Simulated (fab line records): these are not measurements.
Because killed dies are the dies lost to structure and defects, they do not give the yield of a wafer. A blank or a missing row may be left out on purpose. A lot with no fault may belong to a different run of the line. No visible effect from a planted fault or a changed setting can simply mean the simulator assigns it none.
One fault through the eyes of 2 desks / flow n5Finfet / each desk has only its own numbers; what lay behind them comes last

== FOR THE TOOL OWNER'S DESK: cvdCo-02 ==
The tool's own readings at N5_BEOL_M4_CO_CAP_55 (material Co, precursor CCTBA/H2, target thk 2 nm, time 102.1 s): means of the sampled wafers that have a number, for each lot that ran on this tool. Any lot whose mean is over 4 standard deviations away from the usual mean is out of limits and marked OUT; that distance is given in the brackets.
Columns: A = chamberPressureTorr at N5_BEOL_M4_CO_CAP_55, usual 30.01 Torr; B = heaterPowerW at N5_BEOL_M4_CO_CAP_55, usual 246 W; C = runLengthS at N5_BEOL_M4_CO_CAP_55, usual 125.1 s
lot=L295; first seen here=day 9 06:04; A=30.00; B=231; C=124.7
lot=L308; first seen here=day 12 14:36; A=29.95; B=218; C=136.5 (+16) OUT
This desk's finding: out of limits on L308; first on L308, day 12 14:36 (runLengthS at N5_BEOL_M4_CO_CAP_55). L295 stayed within limits.

== THE METROLOGY DESK ==
What the gauges read, lot by lot, whatever tool the lot ran on: means of the sampled wafers that have a number. Any lot whose mean is over 4 standard deviations away from the usual mean is out of limits and marked OUT; that distance is given in the brackets. 7 of its 11 readings are shown, namely those furthest out on some lot.
Columns: A = M4_THK at N5_BEOL_M4_THK_MEAS_53, usual 40.5 nm; B = DIBL_N at N5_BEOL_M4_RC_MEAS_101, usual 35.4 mV/V; C = DIBL_P at N5_BEOL_M4_RC_MEAS_101, usual 34.8 mV/V; D = IOFF_N at N5_BEOL_M4_RC_MEAS_101, usual 0.15 nA/um; E = ION_N at N5_BEOL_M4_RC_MEAS_101, usual 677 uA/um; F = SS_N at N5_BEOL_M4_RC_MEAS_101, usual 71.4 mV/dec; G = VT_P at N5_BEOL_M4_RC_MEAS_101, usual -251 mV
lot=L295; first seen here=day 9 05:59; A=41.8; B=34.5; C=35.1; D=0.14; E=679; F=70.8; G=-253
lot=L300; first seen here=day 10 09:34; A=41.7; B=33.5; C=33.0; D=0.12; E=667; F=70.8; G=-249
lot=L303; first seen here=day 11 10:54; A=40.4; B=36.6; C=35.7; D=0.17; E=681; F=71.8; G=-249
lot=L308; first seen here=day 12 14:31; A=40.0; B=37.0; C=36.6; D=0.18; E=671; F=72.3; G=-250
lot=L315; first seen here=day 14 13:40; A=38.6; B=35.0; C=35.4; D=0.15; E=691; F=71.7; G=-253
This desk's verdict: no lot among the 5 shows anything out of limits.

== PUT TOGETHER ==
The tool owner's desk could have raised an alarm at day 12 14:36, on L308.
From the metrology desk's view, nothing was out of limits.
The metrology desk has L308 on record, within its limits.
All the named lots went through N5_BEOL_M4_CO_CAP_55 on cvdCo-02.

== WHAT WAS PUT IN BY THE SIMULATOR ==
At N5_BEOL_M4_CO_CAP_55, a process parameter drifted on cvdCo-02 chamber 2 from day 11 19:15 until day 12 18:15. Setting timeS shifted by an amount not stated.
Struck lots among those shown: L308.
Hours from the fault's start to each desk's first reading out of limits: the tool owner's desk, 19.
